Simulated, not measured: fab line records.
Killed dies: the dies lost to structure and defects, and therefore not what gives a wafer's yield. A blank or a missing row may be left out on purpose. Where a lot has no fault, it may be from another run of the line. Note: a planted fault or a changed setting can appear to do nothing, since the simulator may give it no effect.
Lot-split experiment || flow n5_finfet || 7 lots, 21 wafers read, on a route of 1938 steps

ON THE SPLIT
At N5_BEOL_M2_TRENCH_ETCH_37 (etches SiOC in C4F6/O2, target depth 55.555 nm, time 29.2 s), the setting time_s was moved away from the recipe's 29.2 s on 8 of the 21 wafers read, by -21.0% to +18.5%. The other wafers ran this setting at the recipe's value.

FROM THE SPLIT TO THE READING: what the file shows between them, 13 steps
- N5_BEOL_M2_ETCH_41: etches SiCN in CH3F/O2, target depth 29.9 nm, time 52.5 s
- N5_BEOL_M2_STRIP_97: strips in N2/H2, time 10 s
- N5_BEOL_M2_OCD_MEAS_38
- N5_BEOL_M2_HM_STRIP_39: strips TiN in peroxide tin strip, target depth 25 nm, time 158 s
- N5_BEOL_M2_SRD_40: time 30 s
- N5_BEOL_M2_ECD_50: material Cu, target thk 300 nm
- N5_BEOL_M2_ANNEAL_51: time 90 s
- N5_BEOL_M2_CMP_52: polishes, stops on SiOC, t overpolish 6.8 s, target thk 40 nm
- N5_BEOL_M2_THK_MEAS_53: measures by xrf
- N5_BEOL_M2_PRE_CLEAN_60: time 15 s
- N5_BEOL_M2_CO_CAP_55: material Co, precursor CCTBA/H2, target thk 2 nm, time 102.1 s
- N5_BEOL_M2_PRE_CLEAN_56: time 15 s
- N5_BEOL_M2_DEP_57: deposits SiCN from 3MS/NH3, target thk 8 nm, time 14 s

THE READING
M2_RS in ohm/sq, measured at N5_BEOL_M2_RS_MEAS_58 by four-point-probe. Fault-free wafers of this fab line usually give 0.69 ohm/sq, standard deviation 0.035 ohm/sq.

{"wafer": "L074.1", "tool, chamber at the split": "rie_diel-05, 1", "time_s as run, s": 29.2, "against the recipe": "recipe", "M2_RS, ohm/sq": 0.66, "against lot-mates on the recipe": "-"}
{"wafer": "L074.3", "tool, chamber at the split": "rie_diel-05, 3", "time_s as run, s": 29.2, "against the recipe": "recipe", "M2_RS, ohm/sq": 0.64, "against lot-mates on the recipe": "-"}
{"wafer": "L074.5", "tool, chamber at the split": "rie_diel-05, 2", "time_s as run, s": 29.2, "against the recipe": "recipe", "M2_RS, ohm/sq": 0.67, "against lot-mates on the recipe": "-"}
{"wafer": "L075.3", "tool, chamber at the split": "rie_diel-02, 2", "time_s as run, s": 29.2, "against the recipe": "recipe", "M2_RS, ohm/sq": 0.68, "against lot-mates on the recipe": "-"}
{"wafer": "L075.4", "tool, chamber at the split": "rie_diel-02, 1", "time_s as run, s": 29.2, "against the recipe": "recipe", "M2_RS, ohm/sq": 0.72, "against lot-mates on the recipe": "-"}
{"wafer": "L075.5", "tool, chamber at the split": "rie_diel-02, 3", "time_s as run, s": 29.2, "against the recipe": "recipe", "M2_RS, ohm/sq": 0.64, "against lot-mates on the recipe": "-"}
{"wafer": "L079.2", "tool, chamber at the split": "rie_diel-05, 2", "time_s as run, s": 34.6, "against the recipe": "+18.5%", "M2_RS, ohm/sq": 0.53, "against lot-mates on the recipe": -0.10}
{"wafer": "L079.4", "tool, chamber at the split": "rie_diel-05, 0", "time_s as run, s": 34.6, "against the recipe": "+18.5%", "M2_RS, ohm/sq": 0.53, "against lot-mates on the recipe": -0.10}
{"wafer": "L079.6", "tool, chamber at the split": "rie_diel-05, 1", "time_s as run, s": 29.2, "against the recipe": "recipe", "M2_RS, ohm/sq": 0.63, "against lot-mates on the recipe": "-"}
{"wafer": "L082.2", "tool, chamber at the split": "rie_diel-02, 3", "time_s as run, s": 29.2, "against the recipe": "recipe", "M2_RS, ohm/sq": 0.66, "against lot-mates on the recipe": "-"}
{"wafer": "L082.5", "tool, chamber at the split": "rie_diel-02, 2", "time_s as run, s": 25.01, "against the recipe": "-14.3%", "M2_RS, ohm/sq": 0.92, "against lot-mates on the recipe": "+0.26"}
{"wafer": "L082.6", "tool, chamber at the split": "rie_diel-02, 0", "time_s as run, s": 25.01, "against the recipe": "-14.3%", "M2_RS, ohm/sq": 0.97, "against lot-mates on the recipe": "+0.31"}
{"wafer": "L086.2", "tool, chamber at the split": "rie_diel-05, 3", "time_s as run, s": 29.2, "against the recipe": "recipe", "M2_RS, ohm/sq": 0.62, "against lot-mates on the recipe": "-"}
{"wafer": "L086.4", "tool, chamber at the split": "rie_diel-05, 0", "time_s as run, s": 29.2, "against the recipe": "recipe", "M2_RS, ohm/sq": 0.68, "against lot-mates on the recipe": "-"}
{"wafer": "L086.6", "tool, chamber at the split": "rie_diel-05, 1", "time_s as run, s": 29.2, "against the recipe": "recipe", "M2_RS, ohm/sq": 0.63, "against lot-mates on the recipe": "-"}
{"wafer": "L091.1", "tool, chamber at the split": "rie_diel-06, 1", "time_s as run, s": 29.2, "against the recipe": "recipe", "M2_RS, ohm/sq": 0.69, "against lot-mates on the recipe": "-"}
{"wafer": "L091.3", "tool, chamber at the split": "rie_diel-06, 3", "time_s as run, s": 24.11, "against the recipe": "-17.4%", "M2_RS, ohm/sq": 1.05, "against lot-mates on the recipe": "+0.36"}
{"wafer": "L091.4", "tool, chamber at the split": "rie_diel-06, 2", "time_s as run, s": 24.11, "against the recipe": "-17.4%", "M2_RS, ohm/sq": 1.00, "against lot-mates on the recipe": "+0.31"}
{"wafer": "L092.2", "tool, chamber at the split": "rie_diel-06, 3", "time_s as run, s": 23.06, "against the recipe": "-21.0%", "M2_RS, ohm/sq": 1.10, "against lot-mates on the recipe": "+0.41"}
{"wafer": "L092.3", "tool, chamber at the split": "rie_diel-06, 2", "time_s as run, s": 29.2, "against the recipe": "recipe", "M2_RS, ohm/sq": 0.69, "against lot-mates on the recipe": "-"}
{"wafer": "L092.6", "tool, chamber at the split": "rie_diel-06, 0", "time_s as run, s": 23.06, "against the recipe": "-21.0%", "M2_RS, ohm/sq": 1.04, "against lot-mates on the recipe": "+0.35"}

FIT RESULTS
A straight line over all 21 wafers: M2_RS changes by -0.0156 ohm/sq for each +1% of time_s; r = -0.94; the points scatter about the line by 0.061 ohm/sq.
The same after taking each lot's own level away (the mean of its wafers on the recipe; 21 wafers): -0.0142 ohm/sq for each +1%; r = -0.93; scatter 0.062 ohm/sq.
According to that fit, moving time_s by its largest amount changes the reading by 0.3 ohm/sq.
From 0.630 to 0.690 ohm/sq: that is the span of the lots' own levels, equal to 1.7 times the standard deviation above.
The two slopes agree, so the slope changes little with the lot-to-lot level.
Check: +0.323 ohm/sq against its lot-mates is what the line predicts for one of the wafers moved furthest among these (-21.0%) when that wafer is left out of the fit. It came out at +0.41 ohm/sq against them.

THESE WAFERS: OTHER SPLITS
Other splits were also applied to these wafers ahead of the reading. Each is held against what the fit with the lots' levels taken away leaves over:
{"other split on the same wafers": "N5_BEOL_M0_ETCH_128 source_w", "wafers away from the commonest value": 10, "r with M2_RS (lot level and that fit taken away)": "+0.46"}
{"other split on the same wafers": "N5_BEOL_M0_ETCH_109 bias_w", "wafers away from the commonest value": 8, "r with M2_RS (lot level and that fit taken away)": "+0.25"}
{"other split on the same wafers": "N5_BEOL_M1_COAT_22 spin_rpm", "wafers away from the commonest value": 5, "r with M2_RS (lot level and that fit taken away)": "+0.22"}
{"other split on the same wafers": "N5_BEOL_M2_COAT_76 spin_rpm", "wafers away from the commonest value": 8, "r with M2_RS (lot level and that fit taken away)": "+0.28"}
{"other split on the same wafers": "N5_BEOL_M2_COAT_22 spin_rpm", "wafers away from the commonest value": 2, "r with M2_RS (lot level and that fit taken away)": -0.01}
{"other split on the same wafers": "N5_BEOL_M2_DESCUM_33 time_s", "wafers away from the commonest value": 4, "r with M2_RS (lot level and that fit taken away)": -0.14}

THE WHOLE CHAIN: every reading that the file lists as answering this split, in the file's order
{"step": "N5_BEOL_M2_TRENCH_ETCH_37", "what it does": "etches SiOC in C4F6/O2, target depth 55.555 nm, time 29.2 s", "reading": "etch.depth_nm (the simulator's own value, which no gauge read)", "change (the file's fit)": "+0.547 nm for each +1% of the setting", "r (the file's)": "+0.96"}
{"step": "N5_BEOL_M2_TRENCH_ETCH_37", "what it does": "etches SiOC in C4F6/O2, target depth 55.555 nm, time 29.2 s", "reading": "BEOL_M2.feature_depth_nm (the simulator's own value, which no gauge read)", "change (the file's fit)": "+0.544 nm for each +1% of the setting", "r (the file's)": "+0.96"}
{"step": "N5_BEOL_M2_OCD_MEAS_38", "what it does": "", "reading": "trench_depth_nm", "change (the file's fit)": "+0.557 nm for each +1% of the setting", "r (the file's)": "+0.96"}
{"step": "N5_BEOL_M2_CMP_52", "what it does": "polishes, stops on SiOC, t overpolish 6.8 s, target thk 40 nm", "reading": "Cu_of_BEOL_M2_ECD_50.thk_nm (the simulator's own value, which no gauge read)", "change (the file's fit)": "+0.511 nm for each +1% of the setting", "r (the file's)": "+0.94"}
{"step": "N5_BEOL_M2_THK_MEAS_53", "what it does": "measures by xrf", "reading": "M2_THK", "change (the file's fit)": "+0.5 for each +1% of the setting", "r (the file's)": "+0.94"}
{"step": "N5_BEOL_M2_RS_MEAS_58", "what it does": "measures by four-point-probe", "reading": "M2_RS", "change (the file's fit)": "-0.0153 for each +1% of the setting", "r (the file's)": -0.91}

THE FILE'S OWN FIT
M2_RS changes by -0.0153 ohm/sq for each +1% of time_s, r = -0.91.
